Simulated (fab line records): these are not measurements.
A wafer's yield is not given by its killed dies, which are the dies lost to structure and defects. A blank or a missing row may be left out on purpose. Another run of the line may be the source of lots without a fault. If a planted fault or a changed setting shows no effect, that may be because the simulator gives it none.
fab line records	flow nand-harc
[record] lots = 24	wafers = 72	last-day = 24
route steps=1159 shown P_BONDPAD@386 A_CHANNEL_HOLE_D1@484 A_CHANNEL_FILL_D1@507 A_STAIRCASE@548
lots that met no fault: taken from a fault-free run of the same line
start-h: hours from the record's first day to the start of the lot's first wafer shown	wait-h: time in hours since the lot's previous step	" unchanged from the row above	L1.1+2: several wafers, shown together as one row	- value missing, or start not given	* or withheld: withheld	< > ~ a bound
route shown NAME@n: a module of which the file shows steps, and the number in the route of the first	usual: average and standard deviation across the fault-free wafers	same: alike in all rows	chamber/n: place in a boat	sites: readings site by site	_std_site: their standard deviation	_edge_site: outer sites' mean less inner sites'	radius-mm: how far each site lies from the wafer's centre	mask NAME#n: copy n	behind: tool/chamber where the wafer was last shaped	hold: why the lot was held/for how many hours/how that ended	device: transistor that didn't switch, given as n, p or np	end of line: the tests these same wafers got at the end of their route	where a step has no rows: the recipe by itself	killed: at the first sort, the dies lost to defects and structure; wafer yield is something else	map: shows each die of a wafer: x if killed, . if not, _ if none is there
set.NAME: setting as actually run; set.NAME@STEP: the setting as run at that earlier step	model.NAME: the simulator's own value behind a step, which no gauge read
one table for each step of the route and one row for each wafer, over a sample of lots
services: a tool's chamber out of use, with start hour (start-h, from the record's first day; less than 0 if before it), hours out, and reason
[[steps]]
[step NHARC_P_BONDPAD_ACTIVATE_29]
[recipe] time-s = 60	n2-flow-sccm = 200	ar-flow-sccm = 0	bias-power-w = 0	chemistry = N2
[usual] drypump-motor-current-A = 5.4/0.41	oes-product-au = 0.989/0.0096	rf-vpp-V = 64.2/0.8	showerhead-plenum-p-Torr = 1.79/0.055
lot.wafer	tool	chamber	start-h	wait-h	drypump-motor-current-A	oes-product-au	rf-hours-counter-h	rf-vpp-V	showerhead-plenum-p-Torr
L074.2	rie-diel-04	3	122.85	0.1	5.3	0.981	0	63.5	1.82
L074.4	"	3	"	"	5.3	0.986	-	64.4	1.82
L074.6	"	2	"	"	4.8	0.990	-	65.1	1.82
L075.1	rie-diel-06	2	145.03	0.1	5.5	0.997	27	64.5	1.87
L075.3	"	1	"	"	5.6	1.002	29	63.8	1.73
L075.6	"	3	"	"	4.8	0.992	-	63.7	1.87
L076.1	rie-diel-06	3	145.37	0.1	4.8	0.982	26	64.4	1.87
L076.2	"	1	"	"	5.7	0.983	29	65.8	1.73
L076.6	"	3	"	"	4.8	0.989	-	64.5	1.87
L077.2	rie-diel-13	3	155.66	0.1	5.5	0.984	14	63.7	1.65
L077.4	"	1	"	"	6.2	0.999	14	64.1	1.78
L077.5	"	2	"	"	5.4	0.978	-	63.6	1.75
L078.1	rie-diel-04	2	159.80	0.1	4.9	0.986	4	64.0	1.82
L078.5	"	0	"	"	6.0	0.986	-	64.9	1.81
L078.6	"	1	"	"	5.2	0.986	-	63.7	1.73
L079.4	rie-diel-04	0	160.47	0.1	6.0	0.981	5	62.8	1.81
L079.1	"	1	"	"	5.2	0.979	4	62.8	1.73
L079.6	"	2	"	"	4.9	0.987	-	63.8	1.82
L080.4	rie-diel-06	1	165.02	0.1	5.7	0.997	35	63.6	1.73
L080.1	"	2	"	"	5.5	0.999	33	64.2	1.87
L080.2	"	3	"	"	4.8	0.977	32	64.6	1.86
L081.2	rie-diel-13	2	174.22	0.1	5.3	1.001	22	64.0	1.75
L081.4	"	0	"	"	5.9	0.995	23	63.9	1.64
L081.6	"	1	"	"	6.1	1.005	-	64.6	1.78
L082.4	rie-diel-04	0	175.50	0.1	6.0	0.995	6	65.6	1.81
L082.6	"	0	"	"	6.0	0.986	-	65.4	1.81
L082.5	"	1	"	"	5.3	0.982	-	63.9	1.73
L083.2	rie-diel-04	0	184.33	0.1	6.0	0.986	6	63.9	1.81
L083.6	"	1	"	"	5.3	0.969	-	65.6	1.73
L083.5	"	2	"	"	4.8	0.987	-	64.0	1.82
L084.3	rie-diel-06	3	190.03	0.1	4.8	0.995	39	63.5	1.86
L084.2	"	0	"	"	5.7	0.997	41	64.2	1.82
L084.5	"	0	"	"	5.7	1.001	-	65.1	1.82
L087.1	rie-diel-13	1	206.12	0.1	6.1	0.999	37	64.8	1.78
L087.6	"	2	"	"	5.3	1.000	-	65.3	1.75
L087.5	"	3	"	"	5.5	1.000	-	62.7	1.65
L086.1	rie-diel-04	1	206.88	0.1	5.2	0.979	8	64.8	1.73
L086.2	"	3	"	"	5.3	1.003	8	65.3	1.82
L086.5	"	0	"	"	6.0	0.991	-	64.4	1.81
L085.3	rie-diel-04	2	207.32	0.1	4.8	0.991	7	64.8	1.82
L085.2	"	3	"	"	5.3	0.996	8	65.4	1.82
L085.5	"	1	"	"	5.2	0.984	-	63.8	1.73
L089.2	rie-diel-04	0	223.59	0.1	6.0	0.987	10	63.5	1.81
L089.6	"	3	"	"	5.3	1.001	-	64.1	1.82
L089.5	"	0	"	"	6.0	0.990	-	64.1	1.81
L088.3	rie-diel-04	0	225.34	0.1	6.0	0.990	10	64.3	1.81
L088.1	"	3	"	"	5.3	0.992	9	63.8	1.82
L088.6	"	1	"	"	5.2	0.974	-	63.3	1.73
L091.4	rie-diel-04	3	225.67	0.1	5.3	0.989	9	65.3	1.82
L091.2	"	0	"	"	6.0	0.986	10	65.2	1.81
L091.6	"	3	"	"	5.3	0.989	-	63.9	1.82
L090.2	rie-diel-04	2	230.23	0.1	4.8	1.000	10	63.2	1.82
L090.4	"	3	"	"	5.3	0.987	10	63.3	1.82
L090.5	"	3	"	"	5.3	1.002	-	64.8	1.82
L092.4	rie-diel-04	0	236.26	0.1	6.1	0.976	12	63.5	1.81
L092.2	"	1	"	"	5.2	0.971	11	64.3	1.73
L092.6	"	2	"	"	4.9	0.994	-	63.1	1.82
L094.2	rie-diel-06	1	255.41	0.1	5.7	0.990	1	63.9	1.72
L094.5	"	3	"	"	4.8	0.990	-	64.9	1.85
L094.6	"	0	"	"	5.6	0.998	-	63.6	1.81
L093.2	rie-diel-06	0	255.66	0.1	5.7	0.999	1	63.9	1.81
L093.1	"	1	"	"	5.7	0.985	1	63.5	1.72
L093.6	"	0	"	"	5.7	1.000	-	63.7	1.81
L095.3	rie-diel-04	3	257.61	0.1	5.3	1.001	13	64.1	1.82
L095.1	"	0	"	"	6.0	0.969	13	64.1	1.81
L095.6	"	3	"	"	5.3	0.997	-	64.2	1.82
L096.1	rie-diel-04	0	261.37	0.1	6.0	0.975	14	63.7	1.81
L096.4	"	1	"	"	5.3	0.970	14	63.2	1.73
L096.5	"	0	"	"	6.0	0.976	-	64.7	1.81
L097.4	rie-diel-04	2	262.31	0.1	4.8	0.991	13	64.0	1.82
L097.3	"	3	"	"	5.3	0.993	13	64.3	1.82
L097.6	"	1	"	"	5.3	0.967	-	63.5	1.73
[step NHARC_A_CHANNEL_HOLE_D1_STRIP_27]
[recipe] o2-flow-sccm = 500	ar-flow-sccm = 0	bias-w = 0	chemistry = O2
[usual] drypump-motor-current-A = 5.7/0.49	oes-product-au = 0.999/0.012	rf-vpp-V = 57.8/0.88	showerhead-plenum-p-Torr = 3.57/0.15	throttle-valve-pct = 17.037/0.0091
lot.wafer	tool	chamber	start-h	wait-h	drypump-motor-current-A	oes-product-au	rf-hours-counter-h	rf-vpp-V	showerhead-plenum-p-Torr	throttle-valve-pct
L074.2	rie-diel-03	2	-	-	5.3	1.004	8.4	57.4	3.62	17.028
L074.4	"	0	"	"	5.6	1.018	8.1	57.6	3.79	17.037
L074.6	"	1	"	"	6.1	1.009	-	58.3	3.37	17.043
L075.3	rie-diel-05	1	-	-	6.7	1.009	0.8	57.3	3.76	17.035
L075.1	"	3	"	"	5.7	0.996	1.2	58.2	3.55	17.043
L075.6	"	1	"	"	6.7	1.010	-	58.3	3.76	17.053
L076.2	rie-diel-10	0	-	-	5.8	1.006	0.8	58.2	3.42	17.040
L076.1	"	1	"	"	5.7	0.997	0.7	57.9	3.42	17.041
L076.6	"	2	"	"	5.3	1.006	-	56.7	3.39	17.037
L079.1	rie-diel-05	3	-	-	5.7	0.986	2.4	57.4	3.55	17.023
L079.4	"	0	"	"	5.5	0.994	1.8	58.4	3.67	17.035
L079.6	"	2	"	"	5.3	1.006	-	58.0	3.46	17.059
L077.4	rie-diel-10	2	-	-	5.3	0.982	1.6	56.2	3.39	17.034
L077.2	"	1	"	"	5.7	0.987	2.1	58.6	3.42	17.030
L077.5	"	3	"	"	5.0	0.980	-	57.6	3.77	17.016
L078.1	rie-diel-05	0	-	-	5.5	1.009	2.0	58.3	3.67	17.020
L078.6	"	2	"	"	5.3	0.997	-	55.7	3.46	17.029
L078.5	"	3	"	"	5.7	0.999	-	58.1	3.55	17.034
L080.4	rie-diel-10	1	-	-	5.7	0.981	3.5	59.7	3.42	17.053
L080.1	"	2	"	"	5.3	0.997	3.2	57.1	3.39	17.041
L080.2	"	3	"	"	5.0	0.989	3.8	56.7	3.77	17.044
L082.4	rie-diel-10	2	-	-	5.3	0.984	3.6	58.2	3.39	17.035
L082.6	"	3	"	"	5.0	0.991	-	59.9	3.77	17.031
L082.5	"	0	"	"	5.8	1.003	-	57.5	3.42	17.018
L081.4	rie-diel-05	2	-	-	5.3	1.014	3.4	57.4	3.46	17.045
L081.2	"	0	"	"	5.5	1.005	3.1	57.9	3.67	17.029
L081.6	"	1	"	"	6.7	1.007	-	58.1	3.76	17.042
L083.2	rie-diel-05	3	-	-	5.7	0.998	3.7	59.1	3.55	17.032
L083.6	"	3	"	"	5.7	0.994	-	58.3	3.55	17.027
L083.5	"	0	"	"	5.5	0.996	-	58.8	3.67	17.041
L084.3	rie-diel-05	0	-	-	5.5	1.004	3.4	56.8	3.67	17.024
L084.2	"	1	"	"	6.7	1.005	3.3	58.0	3.76	17.020
L084.5	"	0	"	"	5.5	1.006	-	58.0	3.67	17.056
L087.1	rie-diel-05	0	-	-	5.5	1.006	4.9	58.5	3.67	17.021
L087.6	"	2	"	"	5.3	1.015	-	56.6	3.46	17.042
L087.5	"	3	"	"	5.7	0.993	-	58.3	3.55	17.040
L086.1	rie-diel-10	2	-	-	5.4	0.991	7.1	56.2	3.39	17.046
L086.2	"	0	"	"	5.8	1.002	8.1	58.7	3.41	17.047
L086.5	"	2	"	"	5.3	0.988	-	58.0	3.39	17.031
L085.3	rie-diel-03	0	-	-	5.6	1.026	1.8	57.3	3.79	17.036
L085.2	"	2	"	"	5.3	1.011	1.2	55.7	3.61	17.041
L085.5	"	1	"	"	6.1	1.022	-	58.3	3.36	17.012
L088.3	rie-diel-03	2	-	-	5.3	0.998	2.1	58.6	3.61	17.037
L088.1	"	1	"	"	6.1	1.008	2.9	58.2	3.36	17.031
L088.6	"	2	"	"	5.3	1.011	-	57.2	3.61	17.034
L089.2	rie-diel-10	2	-	-	5.3	0.983	8.5	57.0	3.38	17.050
L089.6	"	3	"	"	5.0	1.001	-	58.1	3.77	17.043
L089.5	"	0	"	"	5.8	1.007	-	58.4	3.41	17.035
L091.2	rie-diel-05	1	-	-	6.7	0.998	5.7	57.8	3.75	17.040
L091.4	"	2	"	"	5.3	1.010	6.5	58.3	3.45	17.035
L091.6	"	1	"	"	6.7	1.004	-	58.9	3.75	17.038
L090.4	rie-diel-05	0	-	-	5.5	1.006	6.7	57.1	3.67	17.032
L090.2	"	3	"	"	5.7	1.000	7.4	58.1	3.55	17.046
L090.5	"	1	"	"	6.7	0.994	-	58.5	3.75	17.041
L092.2	rie-diel-03	0	-	-	5.6	1.025	4.3	56.9	3.79	17.043
L092.4	"	2	"	"	5.3	1.005	2.3	59.4	3.61	17.052
L092.6	"	3	"	"	6.4	0.983	-	56.9	3.46	17.027
L093.2	rie-diel-03	2	-	-	5.3	1.007	4.5	57.1	3.61	17.036
L093.1	"	0	"	"	5.6	1.027	6.7	59.0	3.78	17.018
L093.6	"	3	"	"	6.4	0.966	-	58.0	3.46	17.019
L095.1	rie-diel-05	1	-	-	6.7	0.999	7.2	58.2	3.75	17.030
L095.3	"	2	"	"	5.3	1.011	8.0	57.0	3.45	17.030
L095.6	"	1	"	"	6.7	1.003	-	56.9	3.75	17.032
L094.2	rie-diel-10	0	-	-	5.8	1.013	10.7	57.2	3.41	17.040
L094.6	"	3	"	"	5.0	0.995	-	58.5	3.76	17.034
L094.5	"	0	"	"	5.8	1.006	-	57.5	3.41	17.044
L096.4	rie-diel-05	0	-	-	5.5	0.993	8.6	59.0	3.67	17.044
L096.1	"	1	"	"	6.7	0.983	8.1	57.5	3.75	17.032
L096.5	"	0	"	"	5.5	0.983	-	57.7	3.67	17.043
L097.3	rie-diel-05	2	-	-	5.3	0.991	8.7	56.6	3.45	17.034
L097.4	"	0	"	"	5.5	1.005	8.8	58.4	3.67	17.038
L097.6	"	3	"	"	5.7	1.001	-	57.5	3.55	17.026
[step NHARC_A_CHANNEL_FILL_D1_ALD_25]
[recipe] target-thk-a = 600	pulse-time-s = 10	ald-cycles = 600	temp-c = 300	material = SiOx
[usual] heater-power-w = 470/35	precursor-pulse-height-rel = 1.000/0.023
lot.wafer	tool	chamber	start-h	wait-h	heater-power-w	precursor-pulse-height-rel
L074.4	ald-hk-04	3	207.38	0.7	441	1.000
L074.2	"	0	"	"	431	1.039
L074.6	"	2	209.25	2.5	501	1.017
L076.1	ald-hk-04	3	230.45	0.1	429	1.018
L076.2	"	2	232.29	1.9	492	0.981
L076.6	"	3	"	"	444	1.014
L075.1	ald-hk-02	2	230.68	0.3	513	1.018
L075.3	"	1	232.57	2.2	451	1.015
L075.6	"	2	"	"	521	1.035
L079.4	ald-hk-01	2	243.83	0.1	467	1.008
L079.1	"	1	245.66	1.9	446	0.966
L079.6	"	2	"	"	477	0.973
L077.2	ald-hk-02	1	244.44	0.7	452	1.045
L077.4	"	2	"	"	519	1.013
L077.5	"	1	246.88	3.1	457	0.949
L078.1	ald-hk-01	1	249.19	0.7	431	1.005
L078.5	"	0	251.05	2.5	504	0.962
L078.6	"	1	"	"	440	1.030
L080.4	ald-hk-04	2	257.85	0.7	482	0.998
L080.2	"	3	"	"	432	1.008
L080.1	"	0	"	"	438	1.059
L081.4	ald-hk-02	2	264.25	0.0	521	0.986
L081.2	"	3	"	"	517	0.990
L081.6	"	3	267.35	3.2	515	1.005
L082.4	ald-hk-01	1	264.87	0.7	445	1.008
L082.5	"	0	266.72	2.5	514	1.024
L082.6	"	1	"	"	430	1.004
L083.2	ald-hk-01	2	271.05	0.8	472	1.012
L083.5	"	2	275.99	5.8	477	0.982
L083.6	"	3	277.22	7.0	461	1.017
L084.3	ald-hk-02	0	274.73	0.0	431	0.972
L084.2	"	3	276.61	1.9	514	1.020
L084.5	"	0	"	"	436	0.988
L086.1	ald-hk-01	1	292.04	0.1	441	0.998
L086.2	"	3	294.50	2.5	468	1.015
L086.5	"	1	296.95	5.0	435	1.010
L087.1	ald-hk-04	3	292.67	0.7	432	1.029
L087.5	"	2	294.54	2.6	483	0.976
L087.6	"	3	"	"	442	0.999
L085.3	ald-hk-02	2	299.01	0.0	525	0.984
L085.2	"	0	300.24	1.3	432	0.983
L085.5	"	3	302.09	3.1	525	0.986
L088.3	ald-hk-01	2	307.79	0.1	458	0.974
L088.1	"	0	309.04	1.3	514	1.022
L088.6	"	3	310.92	3.2	471	1.015
L089.2	ald-hk-04	3	308.39	0.7	442	1.016
L089.6	"	2	310.23	2.5	482	1.023
L089.5	"	3	"	"	435	1.025
L091.2	ald-hk-02	1	311.55	0.1	456	1.000
L091.4	"	0	313.37	1.9	433	0.981
L091.6	"	2	314.57	3.1	536	0.993
L090.4	ald-hk-04	2	317.71	0.1	487	0.984
L090.2	"	3	"	"	437	1.000
L090.5	"	2	320.18	2.5	487	0.986
L092.4	ald-hk-01	0	321.23	0.7	514	0.964
L092.2	"	1	"	"	429	1.021
L092.6	"	3	323.06	2.5	480	1.020
L093.2	ald-hk-04	0	344.55	0.7	438	0.994
L093.1	"	2	345.78	1.9	491	0.971
L093.6	"	3	"	"	433	0.985
L095.3	ald-hk-01	1	344.55	0.7	432	0.982
L095.1	"	2	"	"	470	1.001
L095.6	"	1	347.03	3.2	446	1.029
L094.2	ald-hk-02	0	345.35	1.5	434	0.971
L094.5	"	3	347.23	3.3	535	0.995
L094.6	"	0	"	"	427	0.996
L096.4	ald-hk-02	2	352.92	1.3	543	1.012
L096.1	"	3	"	"	522	1.003
L096.5	"	0	"	"	432	0.989
L097.4	ald-hk-04	2	355.21	0.0	481	1.006
L097.3	"	1	357.08	1.9	438	1.045
L097.6	"	3	358.32	3.2	436	1.024
[step NHARC_A_CHANNEL_FILL_D1_INSPECT_13]
[usual] raw-defect-count = 311/120
lot.wafer	tool	chamber	start-h	wait-h	raw-defect-count
L074.2	defect-inspect-01	-	218.72	0.1	169
L074.4	"	-	"	"	342
L074.6	"	-	"	"	183
L076.1	defect-inspect-01	-	242.50	0.2	169
L076.2	"	-	"	"	466
L076.6	"	-	"	"	144
L075.1	defect-inspect-02	-	242.53	0.2	364
L075.3	"	-	"	"	298
L075.6	"	-	"	"	306
L079.1	defect-inspect-02	-	255.76	0.2	190
L079.4	"	-	"	"	201
L079.6	"	-	"	"	179
L077.2	defect-inspect-01	-	255.76	0.1	151
L077.4	"	-	"	"	237
L077.5	"	-	"	"	333
L078.1	defect-inspect-02	-	260.67	0.2	306
L078.5	"	-	"	"	153
L078.6	"	-	"	"	173
L080.1	defect-inspect-01	-	269.11	0.2	391
L080.2	"	-	"	"	367
L080.4	"	-	"	"	479
L082.4	defect-inspect-01	-	276.18	0.1	261
L082.5	"	-	"	"	366
L082.6	"	-	"	"	368
L081.2	defect-inspect-02	-	276.34	0.2	203
L081.4	"	-	"	"	212
L081.6	"	-	"	"	227
L083.2	defect-inspect-01	-	286.79	0.1	284
L083.5	"	-	"	"	175
L083.6	"	-	"	"	237
L084.2	defect-inspect-01	-	286.83	0.1	246
L084.3	"	-	"	"	235
L084.5	"	-	"	"	334
L087.1	defect-inspect-01	-	304.11	0.2	410
L087.5	"	-	"	"	529
L087.6	"	-	"	"	348
L086.1	defect-inspect-01	-	307.82	0.2	287
L086.2	"	-	"	"	142
L086.5	"	-	"	"	166
L085.2	defect-inspect-01	-	312.20	0.1	625
L085.3	"	-	"	"	483
L085.5	"	-	"	"	645
L089.2	defect-inspect-01	-	319.82	0.1	342
L089.5	"	-	"	"	323
L089.6	"	-	"	"	355
L088.1	defect-inspect-02	-	319.82	0.2	264
L088.3	"	-	"	"	233
L088.6	"	-	"	"	204
L091.2	defect-inspect-01	-	323.53	0.1	211
L091.4	"	-	"	"	315
L091.6	"	-	"	"	670
L090.2	defect-inspect-01	-	329.87	0.1	258
L090.4	"	-	"	"	526
L090.5	"	-	"	"	345
L092.2	defect-inspect-01	-	332.64	0.1	403
L092.4	"	-	"	"	284
L092.6	"	-	"	"	458
L093.1	defect-inspect-02	-	355.82	0.2	345
L093.2	"	-	"	"	379
L093.6	"	-	"	"	347
L094.2	defect-inspect-01	-	355.91	0.1	300
L094.5	"	-	"	"	214
L094.6	"	-	"	"	177
L095.1	defect-inspect-02	-	355.99	0.2	136
L095.3	"	-	"	"	166
L095.6	"	-	"	"	149
L096.1	defect-inspect-01	-	363.86	0.2	413
L096.4	"	-	"	"	320
L096.5	"	-	"	"	492
L097.3	defect-inspect-02	-	367.80	0.1	575
L097.4	"	-	"	"	539
L097.6	"	-	"	"	388
[step NHARC_A_STAIRCASE_TRIM_12]
[recipe] time-s = 211.2	o2-flow-sccm = 500	ar-flow-sccm = 0	bias-w = 0	chemistry = O2
[usual] drypump-motor-current-A = 5.7/0.38	oes-product-au = 0.996/0.013	rf-vpp-V = 58.0/0.94	showerhead-plenum-p-Torr = 3.59/0.15	throttle-valve-pct = 17.036/0.01
lot.wafer	tool	chamber	start-h	wait-h	drypump-motor-current-A	oes-product-au	rf-hours-counter-h	rf-vpp-V	showerhead-plenum-p-Torr	throttle-valve-pct
L074.4	rie-diel-07	2	221.65	0.1	6.3	0.979	59	55.8	3.26	17.043
L074.2	"	3	"	"	5.7	1.011	59	57.7	3.61	17.018
L074.6	"	3	"	"	5.8	1.013	-	58.7	3.61	17.041
L076.1	rie-diel-07	2	245.41	0.1	6.3	0.998	2	59.4	3.81	17.031
L076.2	"	0	"	"	5.3	0.988	2	58.0	3.72	17.030
L076.6	"	3	"	"	5.7	1.017	-	58.6	3.61	17.031
L075.3	rie-diel-07	1	245.61	0.1	5.8	0.982	2	57.6	3.57	17.044
L075.1	"	0	"	"	5.3	0.992	2	58.3	3.72	17.034
L075.6	"	2	"	"	6.3	0.990	-	58.8	3.81	17.040
L079.4	rie-diel-06	1	258.65	0.1	5.7	0.987	2	57.5	3.45	17.031
L079.1	"	2	"	"	5.5	1.028	0	58.7	3.71	17.041
L079.6	"	3	"	"	4.8	0.982	-	57.3	3.69	17.034
L077.2	rie-diel-07	3	258.78	0.1	5.8	1.009	9	58.7	3.60	17.031
L077.4	"	0	"	"	5.3	0.992	9	56.6	3.72	17.038
L077.5	"	3	"	"	5.8	1.013	-	58.4	3.60	17.062
L078.1	rie-diel-13	1	263.74	0.1	6.2	0.997	59	57.6	3.53	17.050
L078.6	"	2	"	"	5.3	0.982	-	57.8	3.48	17.026
L078.5	"	3	"	"	5.5	1.000	-	59.3	3.30	17.031
L080.2	rie-diel-13	0	272.10	0.1	5.9	0.997	63	57.0	3.28	17.038
L080.1	"	1	"	"	6.1	0.990	63	59.1	3.53	17.033
L080.4	"	2	"	"	5.3	0.994	63	57.8	3.48	17.046
L082.4	rie-diel-06	2	279.07	0.1	5.5	1.012	6	58.3	3.71	17.043
L082.6	"	0	"	"	5.6	1.001	-	59.2	3.60	17.023
L082.5	"	1	"	"	5.7	0.975	-	55.9	3.44	17.063
L081.2	rie-diel-06	3	279.45	0.1	4.8	0.983	8	57.7	3.69	17.033
L081.4	"	2	"	"	5.5	1.013	6	58.1	3.71	17.024
L081.6	"	3	"	"	4.8	0.992	-	57.4	3.68	17.025
L083.2	rie-diel-07	1	290.01	0.1	5.8	0.985	22	58.4	3.56	17.045
L083.6	"	2	"	"	6.3	0.981	-	57.3	3.80	17.052
L083.5	"	3	"	"	5.8	1.014	-	58.7	3.60	17.029
L084.3	rie-diel-13	3	290.38	0.1	5.5	1.003	2	57.3	3.30	17.048
L084.2	"	1	"	"	6.1	0.978	3	58.1	3.53	17.033
L084.5	"	1	"	"	6.1	0.975	-	57.5	3.53	17.037
L087.1	rie-diel-06	2	307.08	0.1	5.5	1.020	16	57.3	3.70	17.022
L087.6	"	3	"	"	4.9	0.995	-	57.6	3.68	17.032
L087.5	"	2	"	"	5.5	1.024	-	57.3	3.70	17.040
L086.1	rie-diel-13	1	310.60	0.1	6.1	0.983	8	57.4	3.52	17.063
L086.2	"	2	"	"	5.4	1.004	4	57.1	3.47	17.023
L086.5	"	0	"	"	5.9	0.999	-	58.6	3.80	17.038
L085.2	rie-diel-13	3	315.35	0.1	5.5	0.995	10	55.3	3.29	17.031
L085.3	"	1	"	"	6.1	0.976	10	58.1	3.52	17.033
L085.5	"	3	"	"	5.5	0.998	-	57.6	3.29	17.045
L089.2	rie-diel-07	2	322.93	0.2	6.3	0.979	31	58.8	3.79	17.053
L089.5	"	2	"	"	6.3	0.979	-	59.0	3.79	17.041
L089.6	"	3	"	"	5.7	1.017	-	59.6	3.59	17.056
L088.1	rie-diel-07	0	323.12	0.1	5.3	1.004	31	59.3	3.70	17.044
L088.3	"	3	"	"	5.7	1.022	32	58.0	3.59	17.022
L088.6	"	0	"	"	5.3	1.018	-	58.3	3.70	17.038
L091.4	rie-diel-06	1	326.45	0.1	5.7	0.990	25	57.8	3.43	17.043
L091.2	"	3	"	"	4.8	1.000	25	58.0	3.68	17.034
L091.6	"	0	"	"	5.7	1.007	-	57.2	3.59	17.053
L090.2	rie-diel-07	2	332.77	0.1	6.3	0.997	36	58.3	3.79	17.040
L090.4	"	0	"	"	5.3	1.002	35	59.7	3.70	17.041
L090.5	"	1	"	"	5.9	0.996	-	57.9	3.56	17.021
L092.2	rie-diel-13	3	336.64	0.1	5.5	1.001	21	55.3	3.29	17.032
L092.4	"	1	"	"	6.1	0.979	-	57.1	3.52	17.021
L092.6	"	3	"	"	5.5	0.996	-	56.2	3.29	17.024
L093.1	rie-diel-07	1	359.03	0.1	5.8	0.992	46	58.1	3.55	17.025
L093.2	"	2	"	"	6.3	1.000	48	58.0	3.78	17.042
L093.6	"	1	"	"	5.8	0.992	-	59.1	3.55	17.053
L094.2	rie-diel-07	3	359.14	0.2	5.8	1.013	46	58.1	3.58	17.032
L094.6	"	1	"	"	5.9	0.996	-	57.2	3.55	17.038
L094.5	"	2	"	"	6.3	0.980	-	59.1	3.78	17.049
L095.3	rie-diel-06	3	359.25	0.1	4.9	1.004	38	59.1	3.67	17.032
L095.1	"	0	"	"	5.7	1.004	39	59.6	3.58	17.047
L095.6	"	1	"	"	5.7	0.988	-	57.6	3.43	17.035
L096.4	rie-diel-06	2	367.23	0.1	5.5	1.004	38	58.4	3.69	17.037
L096.1	"	3	"	"	4.8	0.993	41	57.1	3.67	17.030
L096.5	"	2	"	"	5.5	1.004	-	58.1	3.69	17.035
L097.4	rie-diel-07	2	371.16	0.1	6.3	0.994	52	58.4	3.78	17.043
L097.3	"	3	"	"	5.8	1.015	50	58.0	3.58	17.058
L097.6	"	3	"	"	5.7	1.016	-	57.5	3.58	17.029
[step NHARC_A_STAIRCASE_ETCH_17]
[recipe] target-depth-a = 1000	time-s = 40.5	ion-energy-ev = 400	c4f8-flow-sccm = 20	o2-flow-sccm = 10	ar-flow-sccm = withheld	rf-w = 600	bias-w = 1000	chemistry = C4F8/O2
[usual] oes-product-au = 0.939/0.017	rf-vpp-V = 899/5.2
lot.wafer	tool	chamber	start-h	wait-h	oes-product-au	rf-hours-counter-h	rf-vpp-V
L074.2	rie-diel-07	3	-	-	0.950	60	900
L074.4	"	0	"	"	0.906	59	903
L074.6	"	2	"	"	0.931	-	886
L076.2	rie-diel-07	3	-	-	0.955	3	897
L076.1	"	0	"	"	0.921	2	903
L076.6	"	3	"	"	0.956	-	899
L075.3	rie-diel-07	3	-	-	0.946	3	898
L075.1	"	1	"	"	0.937	2	898
L075.6	"	3	"	"	0.941	-	899
L079.1	rie-diel-06	0	-	-	0.943	2	899
L079.4	"	2	"	"	0.976	1	904
L079.6	"	1	"	"	0.936	-	893
L077.4	rie-diel-07	2	-	-	0.932	9	906
L077.2	"	0	"	"	0.931	10	902
L077.5	"	3	"	"	0.962	-	899
L078.1	rie-diel-13	2	-	-	0.925	60	896
L078.5	"	3	"	"	0.931	-	889
L078.6	"	0	"	"	0.924	-	886
L080.2	rie-diel-13	1	-	-	0.929	63	896
L080.4	"	3	"	"	0.930	61	887
L080.1	"	0	"	"	0.931	63	887
L082.4	rie-diel-06	3	-	-	0.920	8	901
L082.5	"	0	"	"	0.932	-	897
L082.6	"	1	"	"	0.927	-	893
L081.2	rie-diel-06	0	-	-	0.948	10	899
L081.4	"	1	"	"	0.925	9	892
L081.6	"	3	"	"	0.916	-	902
L083.2	rie-diel-07	3	-	-	0.967	24	899
L083.5	"	1	"	"	0.942	-	898
L083.6	"	2	"	"	0.930	-	906
L084.3	rie-diel-13	1	-	-	0.924	3	895
L084.2	"	0	"	"	0.941	3	907
L084.5	"	1	"	"	0.930	-	897
L087.1	rie-diel-06	2	-	-	0.945	16	902
L087.6	"	2	"	"	0.960	-	901
L087.5	"	0	"	"	0.957	-	897
L086.2	rie-diel-07	1	311.23	-	0.989	27	897
L086.1	"	3	"	"	1.027	29	897
L086.5	"	2	"	"	0.973	-	906
L085.3	rie-diel-13	1	-	-	0.933	10	896
L085.2	"	2	"	"	0.942	7	893
L085.5	"	1	"	"	0.933	-	895
L089.2	rie-diel-07	1	-	-	0.925	31	898
L089.5	"	1	"	"	0.922	-	898
L089.6	"	2	"	"	0.913	-	906
L088.1	rie-diel-07	0	-	-	0.945	32	903
L088.3	"	1	"	"	0.918	31	898
L088.6	"	0	"	"	0.926	-	902
L091.2	rie-diel-06	1	-	-	0.939	26	894
L091.4	"	2	"	"	0.966	24	901
L091.6	"	0	"	"	0.945	-	899
L090.2	rie-diel-07	2	-	-	0.931	36	905
L090.4	"	0	"	"	0.935	35	902
L090.5	"	2	"	"	0.924	-	905
L092.2	rie-diel-13	0	-	-	0.947	21	905
L092.6	"	1	"	"	0.925	-	897
L092.4	"	3	"	"	0.959	-	884
L093.2	rie-diel-07	3	-	-	0.960	46	900
L093.1	"	2	"	"	0.936	48	905
L093.6	"	3	"	"	0.961	-	898
L094.2	rie-diel-07	3	-	-	0.945	46	897
L094.5	"	3	"	"	0.948	-	897
L094.6	"	0	"	"	0.921	-	903
L095.1	rie-diel-06	2	-	-	0.961	36	903
L095.3	"	0	"	"	0.934	40	900
L095.6	"	2	"	"	0.960	-	902
L096.1	rie-diel-06	1	-	-	0.931	40	894
L096.4	"	0	"	"	0.953	42	898
L096.5	"	1	"	"	0.922	-	893
L097.3	rie-diel-07	3	-	-	0.951	51	898
L097.4	"	2	"	"	0.937	53	904
L097.6	"	3	"	"	0.954	-	898
[[services]]
tool	chamber	start-h	hours	kind
rie-diel-13	-	99.08	9.0	pm
rie-diel-07	3	111.06	4.6	repair
rie-diel-04	-	112.00	9.0	pm
rie-diel-06	1	114.89	7.5	repair
rie-diel-07	0	119.60	16.2	repair
rie-diel-06	0	134.51	4.2	repair
rie-diel-06	2	166.59	1.2	repair
rie-diel-13	1	168.66	1.4	repair
rie-diel-04	-	184.48	1.1	repair
rie-diel-07	3	222.34	4.9	repair
rie-diel-06	2	225.22	6.5	repair
rie-diel-07	-	228.74	9.0	pm
rie-diel-06	2	239.20	17.2	repair
rie-diel-06	-	241.58	9.0	pm
rie-diel-04	-	289.00	9.0	pm
rie-diel-04	1	300.78	5.4	repair
rie-diel-06	1	303.21	7.4	repair
rie-diel-07	1	304.31	1.4	repair
rie-diel-06	-	323.32	2.1	repair
rie-diel-04	0	324.52	15.0	repair
rie-diel-07	-	325.65	0.8	repair
rie-diel-04	1	337.27	34.0	repair
rie-diel-06	0	338.06	2.3	repair
rie-diel-04	-	365.20	0.1	repair
[[key]]
fault none
